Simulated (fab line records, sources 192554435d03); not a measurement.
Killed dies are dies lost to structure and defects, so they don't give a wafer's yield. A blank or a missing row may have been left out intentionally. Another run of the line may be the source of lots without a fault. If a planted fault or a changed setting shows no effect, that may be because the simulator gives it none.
Split-lot trial -- flow n5_finfet -- 39 wafers read from 7 lots, route of 1938 steps

ABOUT THE SPLIT
At N5_BEOL_M1_VIA_ETCH_34 (etches the open film in C4F6/O2, target depth 67.8 nm, time 64.4 s), the setting target_depth_a was moved away from the recipe's 678 angstrom on 15 of the 39 wafers read, by -41.9% to +55.8%. For the rest of the wafers, this setting stayed at what the recipe calls for.

The reading is taken at the split's own step.

THE READING
SOC_of_BEOL_M1_COAT_67.thk_nm (the simulator's own value, which no gauge read), in nm, at N5_BEOL_M1_VIA_ETCH_34 (etches the open film in C4F6/O2, target depth 67.8 nm, time 64.4 s). The file does not state a usual value for it. Across the 24 wafers here that went through the recipe, the average is 52.3 nm and the standard deviation 0.3 nm.

wafer,"tool, chamber at the split","target_depth_a as run, angstrom",against the recipe,"SOC_of_BEOL_M1_COAT_67.thk_nm, nm",against lot-mates on the recipe
L076.1,"rie_diel-03, 3",678,recipe,52.2,-
L076.2,"rie_diel-03, 1",1040,+53.4%,48,-4.1
L076.3,"rie_diel-03, 2",678,recipe,52,-
L076.4,"rie_diel-03, 0",1040,+53.4%,48.2,-3.9
L076.5,"rie_diel-03, 3",1040,+53.4%,47.8,-4.3
L076.6,"rie_diel-03, 0",678,recipe,52.2,-
L078.1,"rie_diel-06, 3",678,recipe,52,-
L078.2,"rie_diel-06, 1",678,recipe,52.2,-
L078.3,"rie_diel-06, 2",678,recipe,52.6,-
L078.4,"rie_diel-06, 0",536.1,-20.9%,54,+1.7
L078.5,"rie_diel-06, 3",536.1,-20.9%,53.8,+1.5
L078.6,"rie_diel-06, 0",536.1,-20.9%,54,+1.7
L085.1,"rie_diel-03, 1",678,recipe,52.6,-
L085.2,"rie_diel-03, 0",1025,+51.2%,48.4,-4.1
L085.3,"rie_diel-03, 2",1025,+51.2%,48.2,-4.3
L085.4,"rie_diel-03, 3",1025,+51.2%,48.4,-4.1
L085.5,"rie_diel-03, 3",678,recipe,52.4,-
L085.6,"rie_diel-03, 0",678,recipe,52.6,-
L087.3,"rie_diel-03, 0",678,recipe,52.6,-
L087.4,"rie_diel-03, 3",678,recipe,52.6,-
L087.5,"rie_diel-03, 1",678,recipe,53,-
L091.1,"rie_diel-05, 0",678,recipe,52.4,-
L091.2,"rie_diel-05, 3",678,recipe,52.4,-
L091.3,"rie_diel-05, 1",678,recipe,52.2,-
L091.4,"rie_diel-05, 1",678,recipe,52,-
L091.5,"rie_diel-05, 0",678,recipe,52.4,-
L091.6,"rie_diel-05, 3",678,recipe,52.4,-
L097.1,"rie_diel-03, 2",678,recipe,52,-
L097.2,"rie_diel-03, 0",678,recipe,52.2,-
L097.3,"rie_diel-03, 3",1056,+55.8%,47.6,-4.5
L097.4,"rie_diel-03, 1",1056,+55.8%,48.2,-3.9
L097.5,"rie_diel-03, 2",678,recipe,52.2,-
L097.6,"rie_diel-03, 1",1056,+55.8%,48.4,-3.7
L096.1,"rie_diel-06, 2",678,recipe,52,-
L096.2,"rie_diel-06, 3",393.9,-41.9%,55,+3.2
L096.3,"rie_diel-06, 0",393.9,-41.9%,55.2,+3.4
L096.4,"rie_diel-06, 1",678,recipe,51.8,-
L096.5,"rie_diel-06, 2",393.9,-41.9%,55.4,+3.6
L096.6,"rie_diel-06, 3",678,recipe,51.6,-

FIT RESULTS
A straight line over all 39 wafers: SOC_of_BEOL_M1_COAT_67.thk_nm changes by -0.076 nm for each +1% of target_depth_a; r = -0.99; the points scatter about the line by 0.29 nm.
The same after taking each lot's own level away (the mean of its wafers on the recipe; 39 wafers): -0.0782 nm for each +1%; r = -1.00; scatter 0.21 nm.
On that fit, the largest move of target_depth_a shifts the reading by 4.4 nm.
Across the lots, their own levels run from 51.80 to 52.73 nm, a range of 3.1 times the standard deviation given above.
Hence the lot-to-lot level has little effect on the slope; both slopes agree.
Check: for one of the wafers moved furthest among these (+55.8%), held out of the fit, the line's prediction against its lot-mates is -4.31 nm. It came out at -4.53 nm against them.

THE WHOLE CHAIN: every reading that the file lists as answering this split, in the file's order
step,what it does,reading,change (the file's fit),r (the file's)
N5_BEOL_M1_VIA_ETCH_34,"etches the open film in C4F6/O2, target depth 67.8 nm, time 64.4 s","etch.depth_nm (the simulator's own value, which no gauge read)",+0.67 nm for each +1% of the setting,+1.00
N5_BEOL_M1_VIA_ETCH_34,"etches the open film in C4F6/O2, target depth 67.8 nm, time 64.4 s","SOC_of_BEOL_M1_COAT_67.thk_nm (the simulator's own value, which no gauge read)",-0.078 nm for each +1% of the setting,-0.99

FILE'S OWN FIT
SOC_of_BEOL_M1_COAT_67.thk_nm changes by -0.078 nm for each +1% of target_depth_a, r = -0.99.
